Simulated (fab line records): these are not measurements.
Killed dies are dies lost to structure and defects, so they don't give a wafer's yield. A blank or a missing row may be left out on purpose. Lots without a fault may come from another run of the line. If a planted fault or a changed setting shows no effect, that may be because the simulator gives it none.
Problem report in the 8D (eight disciplines) form, filled by code | flow n5 finfet | the parts of the form that need people (team, actions taken, sign-off) are left out

== 1. THE PROBLEM ==
M5_ILD_THK at N5_BEOL_M5_THK_MEAS_01 reads a mean of 199.9 nm on 2 wafers of 2 lots; wafers without a fault read 120.8 nm with a standard deviation of 1.6. Relative to the usual mean, that is a shift of +49 standard deviations.
First seen on wafer L538.6, day 13 11:17, on film metro-02. The record has a number at this step for 27 wafers belonging to 9 lots. The rule behind "out" and "out of limits": a value lying over 4 standard deviations away from the usual mean. All remaining wafers that have a number are taken as sound.

== 2. WHAT IT IS AND WHAT IT IS NOT ==
question                    | is                           | is not
which readings at this step | M5_ILD_THK                   | -
which lots                  | L538, L540                   | L520, L523, L524, L527, L528, L530, L541
which wafers of those lots  | L538.6, L540.2               | L538.3, L538.4, L540.3, L540.5
read on which gauges        | film metro-01, film metro-02 | -
when                        | from day 13 11:17            | up to then (20 sound wafers); but 5 sound wafers of L540, L541 came after

== 3. WHAT RULES OUT EACH SUSPECT ==
Counting: any tool at a process step up to the reading remains a suspect provided it ran every lot that is out. Sound lots after the first of them don't rule it out here, since some wafers of a struck lot are sound.
- the gauge at N5_BEOL_M5_THK_MEAS_01 has been ruled out. 2 gauges (film metro-01, film metro-02) read the wafers that are out.
- pecvd-01 at N5_BEOL_M5_ILD_DEP_00 (deposits SiCOH lowk from DEMS/porogen, target thk 140.64 nm, time 25.9 s): kept. It processed each lot that is out (first: L538, day 13 10:43); up to then, its last sound lot is L530 (day 11 18:07).
After counting, what remains is pecvd-01 at N5_BEOL_M5_ILD_DEP_00.

== 4. THE CAUSE (what the simulator had put in) ==
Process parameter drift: pecvd-01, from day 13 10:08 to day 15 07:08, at N5_BEOL_M5_ILD_DEP_00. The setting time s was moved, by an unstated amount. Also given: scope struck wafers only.
After counting, this tool was the only one left.

== 5. THE CHAIN OF EFFECTS, in route order ==
Rows list readings where the struck wafers' mean (over those with a number) sits beyond 3 standard deviations from the usual. Only readings for which the record gives a usual standard deviation are gone through. hours: the time from each lot's start at the first step in this table that gives one to its start at this step, as a median over the lots. sigmas: the change in usual standard deviations.
hours | step                    | reading              | usual    | on struck wafers | change | sigmas
0     | N5_BEOL_M5_THK_MEAS_01  | M5_ILD_THK           | 120.8 nm | 199.9            | +79.1  | +49
109   | N5_PASSIVATION_PROBE_49 | defect limited yield | 91.4 %   | 0.0              | -91.4  | -65
109   | N5_PASSIVATION_PROBE_49 | killed_at_M4_up      | 13       | 1101             | +1088  | +99 or more
109   | N5_PASSIVATION_PROBE_49 | killed dies          | 102      | 1180             | +1078  | +63
109   | N5_PASSIVATION_PROBE_49 | killed on rim        | 14       | 152              | +138   | +33
109   | N5_PASSIVATION_PROBE_49 | sort_bin_5_function  | 5.1 %    | 96.3             | +91.2  | +93
109   | N5_PASSIVATION_PROBE_49 | sort n pass          | 1077     | 0                | -1077  | -51
109   | N5_PASSIVATION_PROBE_49 | sort yield pct       | 91.3 %   | 0.0              | -91.3  | -54
Its process steps:
- N5_PASSIVATION_PROBE_49

== 6. HOW IT WOULD HAVE BEEN CAUGHT EARLIER ==
In this record the first reading out of limits at a measuring or inspecting step was taken at day 13 11:17, 1 hour after the fault began at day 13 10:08.
Of the tool readings at N5_BEOL_M5_ILD_DEP_00 for which the record gives a usual standard deviation, none was out on any struck wafer, so an alarm limit of 4 standard deviations on them would not have fired.
L540, from the lots that are out (2), started N5_BEOL_M5_ILD_DEP_00 on pecvd-01 later than day 13 11:17. A hold on the tool at that time would have spared it.
